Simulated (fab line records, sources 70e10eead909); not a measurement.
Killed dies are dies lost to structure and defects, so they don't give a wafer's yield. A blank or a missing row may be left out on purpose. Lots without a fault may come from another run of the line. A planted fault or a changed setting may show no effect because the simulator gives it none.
Which tool did it? | flow nand_harc | 24 lots, 72 wafers sampled, at 5 steps of a route of 1159

WHAT THE GAUGES READ, wafer by wafer
NHARC_P_CONTACT_INSPECT_27. Usual: raw_defect_count 278, standard deviation 100.
lot  | measured     | on                | raw_defect_count | flag
L075 | day 6 02:12  | defect_inspect-02 | 331 270 207      |
L074 | day 6 04:26  | defect_inspect-02 | 353 188 376      |
L076 | day 6 07:47  | defect_inspect-02 | 246 211 172      |
L078 | day 6 19:29  | defect_inspect-01 | 254 189 474      |
L077 | day 6 20:36  | defect_inspect-01 | 552 448 472      |
L079 | day 6 20:57  | defect_inspect-02 | 178 327 357      |
L080 | day 7 08:06  | defect_inspect-02 | 442 310 361      |
L081 | day 7 21:38  | defect_inspect-01 | 378 424 398      |
L083 | day 7 21:52  | defect_inspect-01 | 234 338 376      |
L082 | day 7 23:02  | defect_inspect-02 | 202 194 268      |
L084 | day 8 19:43  | defect_inspect-01 | 380 444 350      |
L086 | day 8 21:37  | defect_inspect-02 | 136 247 170      |
L085 | day 8 21:53  | defect_inspect-02 | 185 153 187      |
L087 | day 8 22:10  | defect_inspect-02 | 320 380 209      |
L089 | day 9 14:26  | defect_inspect-01 | 328 427 379      |
L090 | day 9 15:28  | defect_inspect-02 | 221 218 311      |
L088 | day 9 16:01  | defect_inspect-02 | 536 356 211      |
L091 | day 9 22:02  | defect_inspect-01 | 220 491 279      |
L092 | day 10 04:35 | defect_inspect-02 | 183 270 233      |
L093 | day 10 13:53 | defect_inspect-01 | 200 212 149      |
L095 | day 10 18:42 | defect_inspect-02 | 303 223 291      |
L094 | day 10 19:16 | defect_inspect-02 | 162 361 229      |
L096 | day 11 15:22 | defect_inspect-02 | 144 176 192      |
L097 | day 11 15:25 | defect_inspect-01 | 344 306 208      |

NHARC_P_M0_INSPECT_11. Usual: raw_defect_count 3.6, standard deviation 2.3.
lot  | measured     | on                | raw_defect_count | flag
L075 | day 6 03:14  | defect_inspect-02 | 3 1 2            |
L074 | day 6 05:28  | defect_inspect-02 | 1 1 1            |
L076 | day 6 08:48  | defect_inspect-01 | 2 3 2            |
L078 | day 6 20:23  | defect_inspect-01 | 3 7 3            |
L077 | day 6 21:43  | defect_inspect-01 | 3 4 3            |
L079 | day 6 22:07  | defect_inspect-02 | 1 4 3            |
L080 | day 7 09:08  | defect_inspect-02 | 1 7 1            |
L081 | day 7 22:43  | defect_inspect-01 | 1 1 3            |
L083 | day 7 22:54  | defect_inspect-02 | 1 7 4            |
L082 | day 7 23:56  | defect_inspect-02 | 0 3 0            |
L084 | day 8 20:37  | defect_inspect-02 | 3 2 0            |
L086 | day 8 22:39  | defect_inspect-01 | 1 3 1            |
L085 | day 8 22:55  | defect_inspect-01 | 3 7 3            |
L087 | day 8 23:12  | defect_inspect-02 | 5 8 2            |
L089 | day 9 15:28  | defect_inspect-01 | 1 2 4            |
L090 | day 9 16:30  | defect_inspect-02 | 6 7 7            |
L088 | day 9 16:57  | defect_inspect-02 | 2 1 1            |
L091 | day 9 23:04  | defect_inspect-01 | 2 6 8            |
L092 | day 10 05:38 | defect_inspect-01 | 8 7 6            |
L093 | day 10 14:54 | defect_inspect-02 | 3 10 3           |
L095 | day 10 19:43 | defect_inspect-01 | 5 4 1            |
L094 | day 10 20:17 | defect_inspect-02 | 4 2 4            |
L096 | day 11 16:16 | defect_inspect-01 | 6 3 6            |
L097 | day 11 16:26 | defect_inspect-02 | 8 12 6           |

NHARC_P_M1_OVL_MEAS_10: pitch 260 nm. Usual: overlay_x_nm -0.2 nm, standard deviation 1.1; overlay_y_nm 0.0 nm, standard deviation 0.82.
lot  | measured     | on         | overlay_x_nm (nm) | overlay_y_nm (nm) | flag
L075 | day 6 07:07  | overlay-01 | -0.2 -0.3 -0.5    | -0.3 0.3 0.5      |
L074 | day 6 09:43  | overlay-01 | 0.2 0.0 0.0       | -1.4 -0.8 -1.4    |
L076 | day 6 12:41  | overlay-01 | 0.6 -0.2 -0.2     | 0.9 0.3 0.4       |
L078 | day 7 00:35  | overlay-02 | -0.8 -1.0 -1.3    | 1.4 1.1 1.3       |
L077 | day 7 01:37  | overlay-02 | -1.1 -1.4 -0.9    | -0.5 -0.3 -0.5    |
L079 | day 7 02:19  | overlay-02 | -0.6 -0.3 -0.1    | -0.4 0.0 -0.5     |
L080 | day 7 13:02  | overlay-02 | -0.1 0.0 0.3      | -0.3 -0.3 -1.2    |
L081 | day 8 02:38  | overlay-02 | -0.3 -0.2 0.3     | 0.0 -1.0 -0.7     |
L083 | day 8 02:58  | overlay-01 | -1.0 -0.3 -0.9    | 0.0 0.3 -0.1      |
L082 | day 8 04:01  | overlay-01 | 0.4 0.3 0.9       | 0.2 0.2 0.2       |
L084 | day 9 00:40  | overlay-02 | -2.7 -1.6 -2.1    | 0.1 0.8 1.1       |
L086 | day 9 02:47  | overlay-01 | 0.2 0.3 0.5       | 1.6 1.5 0.7       |
L085 | day 9 03:26  | overlay-02 | -2.5 -2.6 -2.6    | -0.6 0.1 0.4      |
L087 | day 9 03:53  | overlay-01 | -1.4 -0.8 -0.8    | -0.1 -0.2 -0.3    |
L089 | day 9 19:31  | overlay-01 | -0.3 -0.5 -0.7    | -1.5 -0.9 -1.5    |
L090 | day 9 20:32  | overlay-02 | 0.6 0.5 0.5       | -0.2 -0.4 -0.5    |
L088 | day 9 21:00  | overlay-02 | 0.4 0.1 0.8       | 0.6 0.5 0.4       |
L091 | day 10 03:17 | overlay-02 | 2.4 1.8 2.0       | 0.4 1.0 0.6       |
L092 | day 10 09:45 | overlay-02 | 0.9 0.9 0.8       | 0.2 -0.8 0.0      |
L093 | day 10 18:48 | overlay-02 | 1.8 1.2 1.4       | 0.6 0.8 0.6       |
L095 | day 10 23:48 | overlay-02 | -1.9 -2.3 -2.7    | 0.8 1.2 1.0       |
L094 | day 11 00:26 | overlay-02 | 0.6 0.1 0.2       | 0.8 0.4 0.8       |
L096 | day 11 20:16 | overlay-02 | -0.4 -0.7 -0.1    | -1.8 -1.5 -2.2    |
L097 | day 11 20:35 | overlay-02 | 0.4 1.3 0.6       | 0.4 0.2 0.7       |

WHICH TOOL RAN EACH LOT (tool, then ch and the chambers of the sampled wafers, then the start)
lot  | NHARC_P_M0_STRIP_18                | NHARC_P_M0_PRE_CLEAN_29
L075 | rie_diel-13 ch 0,1,3, day 6 03:40  | pvd_sputter-01, day 6 07:07 or earlier
L074 | rie_diel-12 ch 1,3, day 6 05:55    | pvd_sputter-03, day 6 09:43 or earlier
L076 | rie_diel-13 ch 0,1,3, day 6 09:14  | pvd_sputter-03, day 6 12:41 or earlier
L078 | rie_diel-06 ch 0,2,3, day 6 20:51  | pvd_sputter-02, day 7 00:35 or earlier
L077 | rie_diel-06 ch 0,2,3, day 6 22:09  | pvd_sputter-02, day 7 01:37 or earlier
L079 | rie_diel-12 ch 1,2,3, day 6 22:34  | pvd_sputter-03, day 7 02:19 or earlier
L080 | rie_diel-12 ch 0,1, day 7 09:36    | pvd_sputter-03, day 7 13:02 or earlier
L081 | rie_diel-13 ch 0,1,2, day 7 23:11  | pvd_sputter-02, day 8 02:38 or earlier
L083 | rie_diel-12 ch 0,2,3, day 7 23:21  | pvd_sputter-03, day 8 02:58 or earlier
L082 | rie_diel-12 ch 2,3, day 8 00:22    | pvd_sputter-01, day 8 04:01 or earlier
L084 | rie_diel-13 ch 1,2, day 8 21:03    | pvd_sputter-02, day 9 00:40 or earlier
L086 | rie_diel-06 ch 0,1,2, day 8 23:06  | pvd_sputter-01, day 9 02:47 or earlier
L085 | rie_diel-06 ch 0,1,3, day 8 23:22  | pvd_sputter-02, day 9 03:26 or earlier
L087 | rie_diel-12 ch 0,1,2, day 8 23:38  | pvd_sputter-03, day 9 03:53 or earlier
L089 | rie_diel-13 ch 0,2, day 9 15:55    | pvd_sputter-02, day 9 19:31 or earlier
L090 | rie_diel-06 ch 0,2,3, day 9 17:00  | pvd_sputter-01, day 9 20:32 or earlier
L088 | rie_diel-06 ch 0,1,3, day 9 17:26  | pvd_sputter-03, day 9 21:00 or earlier
L091 | rie_diel-06 ch 0,1,3, day 9 23:34  | pvd_sputter-03, day 10 03:17 or earlier
L092 | rie_diel-12 ch 1,2,3, day 10 06:08 | pvd_sputter-01, day 10 09:45 or earlier
L093 | rie_diel-13 ch 0,2,3, day 10 15:23 | pvd_sputter-03, day 10 18:48 or earlier
L095 | rie_diel-06 ch 2,3, day 10 20:10   | pvd_sputter-02, day 10 23:48 or earlier
L094 | rie_diel-12 ch 0,2, day 10 20:44   | pvd_sputter-03, day 11 00:26 or earlier
L096 | rie_diel-06 ch 0,2,3, day 11 16:44 | pvd_sputter-01, day 11 20:16 or earlier
L097 | rie_diel-12 ch 0,2,3, day 11 16:55 | pvd_sputter-03, day 11 20:35 or earlier
- NHARC_P_M0_STRIP_18: strips in N2/H2.
- NHARC_P_M0_PRE_CLEAN_29: time 30 s.

WHAT THE TOOLS THEMSELVES READ (means of the sampled wafers that have a number; where no wafer has one, the mark that the record gives instead)
NHARC_P_M0_STRIP_18. Usual: drypump_motor_current_A 5.8 A, standard deviation 0.49; h2_flow_sccm 149.9 sccm, standard deviation 0.47; oes_product_au 0.997 a.u., standard deviation 0.0094; rf_vpp_V 90.8 V, standard deviation 1.1; showerhead_plenum_p_Torr 2.06 Torr, standard deviation 0.11; throttle_valve_pct 14.171 %, standard deviation 0.0078.
lot  | tool        | drypump_motor_current_A (A) | h2_flow_sccm (sccm) | oes_product_au (a.u.) | rf_vpp_V (V) | showerhead_plenum_p_Torr (Torr) | throttle_valve_pct (%) | flag
L075 | rie_diel-13 | 5.9                         | 150.3               | 1.009                 | 90.8         | 1.99                            | 14.160                 |
L074 | rie_diel-12 | 5.9                         | 150.4               | 0.997                 | 89.1         | 2.00                            | 14.166                 |
L076 | rie_diel-13 | 5.9                         | 149.8               | 1.009                 | 89.6         | 1.99                            | 14.168                 |
L078 | rie_diel-06 | 5.3                         | 149.6               | 0.997                 | 91.3         | 2.09                            | 14.177                 |
L077 | rie_diel-06 | 5.3                         | 149.9               | 0.993                 | 90.2         | 2.09                            | 14.170                 |
L079 | rie_diel-12 | 6.2                         | 150.2               | 1.005                 | 91.1         | 2.08                            | 14.165                 |
L080 | rie_diel-12 | 5.7                         | 150.1               | 0.989                 | 90.1         | 1.92                            | 14.165                 |
L081 | rie_diel-13 | 6.2                         | 150.0               | 1.001                 | 90.5         | 1.96                            | 14.175                 |
L083 | rie_diel-12 | 6.2                         | 150.4               | 1.000                 | 91.0         | 2.09                            | 14.175                 |
L082 | rie_diel-12 | 6.3                         | 149.8               | 0.987                 | 91.8         | 2.18                            | 14.161                 |
L084 | rie_diel-13 | 6.0                         | 150.2               | 0.992                 | 90.7         | 2.01                            | 14.169                 |
L086 | rie_diel-06 | 5.5                         | 150.0               | 0.986                 | 90.9         | 2.11                            | 14.174                 |
L085 | rie_diel-06 | 5.5                         | 149.7               | 1.000                 | 91.7         | 2.16                            | 14.163                 |
L087 | rie_diel-12 | 6.1                         | 149.5               | 0.996                 | 90.9         | 2.00                            | 14.176                 |
L089 | rie_diel-13 | 6.2                         | 150.3               | 1.003                 | 89.3         | 1.90                            | 14.170                 |
L090 | rie_diel-06 | 5.3                         | 150.0               | 0.987                 | 91.7         | 2.09                            | 14.170                 |
L088 | rie_diel-06 | 5.5                         | 150.3               | 1.001                 | 90.9         | 2.16                            | 14.168                 |
L091 | rie_diel-06 | 5.5                         | 149.9               | 0.997                 | 91.6         | 2.16                            | 14.171                 |
L092 | rie_diel-12 | 6.2                         | 149.8               | 0.996                 | 91.0         | 2.08                            | 14.173                 |
L093 | rie_diel-13 | 5.9                         | 149.5               | 1.006                 | 89.1         | 1.93                            | 14.172                 |
L095 | rie_diel-06 | 5.4                         | 150.2               | 0.981                 | 91.1         | 2.11                            | 14.177                 |
L094 | rie_diel-12 | 6.3                         | 149.8               | 0.988                 | 90.8         | 2.08                            | 14.169                 |
L096 | rie_diel-06 | 5.3                         | 149.9               | 1.005                 | 91.5         | 2.09                            | 14.173                 |
L097 | rie_diel-12 | 6.2                         | 149.2               | 0.993                 | 91.8         | 2.09                            | 14.167                 |

NHARC_P_M0_PRE_CLEAN_29. Usual: heater_power_w 412 W, standard deviation 40.
lot  | tool           | heater_power_w (W) | flag
L075 | pvd_sputter-01 | 441                |
L074 | pvd_sputter-03 | 439                |
L076 | pvd_sputter-03 | 438                |
L078 | pvd_sputter-02 | 353                |
L077 | pvd_sputter-02 | 382                |
L079 | pvd_sputter-03 | 442                |
L080 | pvd_sputter-03 | 434                |
L081 | pvd_sputter-02 | 417                |
L083 | pvd_sputter-03 | 433                |
L082 | pvd_sputter-01 | 405                |
L084 | pvd_sputter-02 | 397                |
L086 | pvd_sputter-01 | 436                |
L085 | pvd_sputter-02 | 385                |
L087 | pvd_sputter-03 | 438                |
L089 | pvd_sputter-02 | 392                |
L090 | pvd_sputter-01 | 450                |
L088 | pvd_sputter-03 | 441                |
L091 | pvd_sputter-03 | 412                |
L092 | pvd_sputter-01 | 452                |
L093 | pvd_sputter-03 | 420                |
L095 | pvd_sputter-02 | 381                |
L094 | pvd_sputter-03 | 404                |
L096 | pvd_sputter-01 | 425                |
L097 | pvd_sputter-03 | 433                |

THE ANSWER, worked out from the rows above alone
Rule: a lot is off if the mean of its wafers that have a number lies more than 3 standard deviations from the usual mean. A lot without any number at a reading at which 4 lots or more have one is off too. The other lots that the step has rows for count as sound. The gauges are gone through in route order, then the tools' own readings, and for those a lot's mean is taken as printed above. The first step at which some lot is off is used, and at that step the reading that is off furthest; a lot without a number counts as furthest.
No lot is off at any reading shown: from this, nothing can be told.

WHAT THE SIMULATOR HAD PUT IN
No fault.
